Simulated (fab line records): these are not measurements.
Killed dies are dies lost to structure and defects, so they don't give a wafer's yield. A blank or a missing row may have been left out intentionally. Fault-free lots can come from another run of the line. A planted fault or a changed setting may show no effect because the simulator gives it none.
Which tool was responsible? | flow n5_finfet | 33 wafers from 11 lots sampled at 3 of the route's 1938 steps

== WHAT THE GAUGES SHOWED, per wafer ==
N5_HKMG_FIN_INSPECT_28: inspects for defects (darkfield).
lot  | measured     | on                | raw_defect_count
L077 | day 5 01:45  | defect_inspect-01 | 54 60 30
L079 | day 5 16:34  | defect_inspect-02 | 41 12 27
L081 | day 6 02:17  | defect_inspect-02 | 47 55 48
L083 | day 6 16:48  | defect_inspect-02 | 36 32 22
L085 | day 7 02:29  | defect_inspect-02 | 30 14 32
L087 | day 7 12:33  | defect_inspect-01 | 40 45 36
L089 | day 8 02:01  | defect_inspect-02 | 19 70 42
L091 | day 8 14:21  | defect_inspect-01 | 55 38 32
L093 | day 9 04:26  | defect_inspect-02 | 56 28 43
L095 | day 9 12:24  | defect_inspect-01 | 13 31 28
L097 | day 10 08:37 | defect_inspect-01 | 24 16 34

== TOOL THAT RAN EACH LOT (tool first, then ch and the chambers of the sampled wafers, then the start) ==
lot  | N5_HKMG_FIN_ALD_91                  | N5_HKMG_FIN_ETCH_86
L077 | ald_metal-02 ch 0,3, day 4 22:11    | rie_diel-05 ch 1,2, day 4 22:35
L079 | ald_metal-03 ch 2,3, day 5 12:59    | rie_diel-06 ch 2,3, day 5 13:25
L081 | ald_metal-01 ch 0,2, day 5 22:53    | rie_diel-04 ch 0,1,2, day 5 23:14
L083 | ald_metal-03 ch 0,1,2, day 6 12:52  | rie_diel-06 ch 0,2,3, day 6 13:23
L085 | ald_metal-01 ch 0,1,3, day 6 23:02  | rie_diel-04 ch 1,2, day 6 23:24
L087 | ald_metal-03 ch 1,2, day 7 09:10    | rie_diel-06 ch 2,3, day 7 09:29
L089 | ald_metal-03 ch 0,1, day 7 22:37    | rie_diel-04 ch 0,1,3, day 7 22:59
L091 | ald_metal-02 ch 0,1,3, day 8 10:43  | rie_diel-04 ch 0,1,3, day 8 11:04
L093 | ald_metal-01 ch 0,2,3, day 9 00:55  | rie_diel-05 ch 0,1,2, day 9 01:17
L095 | ald_metal-02 ch 0,1,3, day 9 08:52  | rie_diel-06 ch 1,2,3, day 9 09:13
L097 | ald_metal-03 ch 0,1,2, day 10 04:48 | rie_diel-05 ch 0,1,2, day 10 05:09
- N5_HKMG_FIN_ALD_91: deposits TiN, target thk 1 nm, pulse time 1 s, purge time 3 s.
- N5_HKMG_FIN_ETCH_86: etches SOC in N2/H2, stops on TiN, target depth 393.2 nm.

== THE ANSWER, worked out from the rows above alone ==
Rule: the lots themselves supply what counts as usual. Put in order of their means at a reading, lots are off if they are a third of the lots or fewer, leave a main group of 4 or more, and stand apart from it by a gap of 3 or more times the standard deviation of the main group's means; of several such gaps the widest counts. A main group is skipped when, at the precision printed for the reading in the tables above, its means are all equal. Also off: a lot with no number at a reading for which 4 or more lots have one. The other lots that the step has rows for count as sound.
No lot is off at any reading shown: from this, nothing can be told.

== WHAT THE SIMULATOR PUT IN ==
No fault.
